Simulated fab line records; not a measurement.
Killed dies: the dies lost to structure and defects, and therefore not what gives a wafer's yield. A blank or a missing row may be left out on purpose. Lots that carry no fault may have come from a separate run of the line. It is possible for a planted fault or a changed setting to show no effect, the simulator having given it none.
Which tool is to blame? -- flow n5Finfet -- route of 1938 steps, sampled at 1 step: 7 lots, 21 wafers

== WHAT THE GAUGES READ, wafer by wafer ==
N5_WELL_APT_OVL_MEAS_09.
lot,measured,on,NWELL_OVL (nm)
L599,day 2 07:52,overlay-01,-1 -12 -4
L601,day 2 19:52,overlay-01,-3 -2 8
L604,day 3 13:43,overlay-02,4 5 1
L606,day 4 01:44,overlay-01,0 2 3
L615,day 6 08:15,overlay-01,9 7 8
L617,day 6 19:52,overlay-02,13 10 10
L619,day 7 08:04,overlay-01,5 0 0

== EACH LOT AND THE TOOL THAT RAN IT (in order: tool; ch and the chambers of the sampled wafers; start) ==
Before these readings, the record contains no process step.

== THE ANSWER, worked out from the rows above alone ==
Rule: the usual values come from the lots themselves. Put in order of their means at a reading, lots are off if they are a third of the lots or fewer, leave a main group of 4 or more, and stand apart from it by a gap of 3 or more times the standard deviation of the main group's means; of several such gaps the widest counts. A main group is skipped when, at the precision printed for the reading in the tables above, its means are all equal. A lot without any number at a reading at which 4 lots or more have one is off too. The other lots that the step has rows for count as sound.
Across all readings shown, no lot is off: no conclusion can be drawn from this.

== WHAT THE SIMULATOR PUT IN ==
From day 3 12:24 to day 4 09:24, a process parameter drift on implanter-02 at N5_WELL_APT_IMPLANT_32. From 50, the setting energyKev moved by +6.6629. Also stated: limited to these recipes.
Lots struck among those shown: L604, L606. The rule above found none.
